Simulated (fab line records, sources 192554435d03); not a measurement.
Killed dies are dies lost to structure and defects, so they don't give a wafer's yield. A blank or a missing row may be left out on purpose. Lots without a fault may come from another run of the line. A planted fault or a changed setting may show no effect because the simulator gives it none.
Which tool did it? | flow n5_finfet | 11 lots, 31 wafers sampled, at 1 step of a route of 1938

WHAT THE GAUGES READ, wafer by wafer
N5_BEOL_M4_OCD_MEAS_38.
lot  | measured     | on     | trench_depth_nm (nm)
L168 | day 8 09:09  | ocd-02 | 56.2 56.4 57.6
L169 | day 8 19:40  | ocd-02 | 56.8 56.0 56.8
L172 | day 9 13:46  | ocd-02 | 56.5 55.5 55.9
L173 | day 9 14:14  | ocd-02 | 57.8 56.5 54.3
L174 | day 9 14:21  | ocd-02 | 56.3 56.5 56.5
L175 | day 10 07:48 | ocd-01 | 56.5 56.1 56.5
L179 | day 11 10:44 | ocd-02 | 54.6 56.4 57.7
L181 | day 11 16:55 | ocd-02 | 56.7 54.5 56.8
L188 | day 14 16:11 | ocd-02 | 57.2 53.9
L187 | day 14 16:14 | ocd-01 | 55.1 56.9 54.4
L189 | day 14 19:35 | ocd-02 | 55.6 54.7

WHICH TOOL RAN EACH LOT (tool, then ch and the chambers of the sampled wafers, then the start)
The record holds no process step before these readings.

THE ANSWER, worked out from the rows above alone
Rule: what is usual is taken from the lots themselves. Put in order of their means at a reading, lots are off if they are a third of the lots or fewer, leave a main group of 4 or more, and stand apart from it by a gap of 3 or more times the standard deviation of the main group's means; of several such gaps the widest counts. A main group whose means are all the same, to the digits that the tables above print for the reading, isn't used. A lot without any number at a reading at which 4 lots or more have one is off too. The other lots that the step has rows for count as sound.
No lot is off at any reading shown: from this, nothing can be told.

WHAT THE SIMULATOR HAD PUT IN
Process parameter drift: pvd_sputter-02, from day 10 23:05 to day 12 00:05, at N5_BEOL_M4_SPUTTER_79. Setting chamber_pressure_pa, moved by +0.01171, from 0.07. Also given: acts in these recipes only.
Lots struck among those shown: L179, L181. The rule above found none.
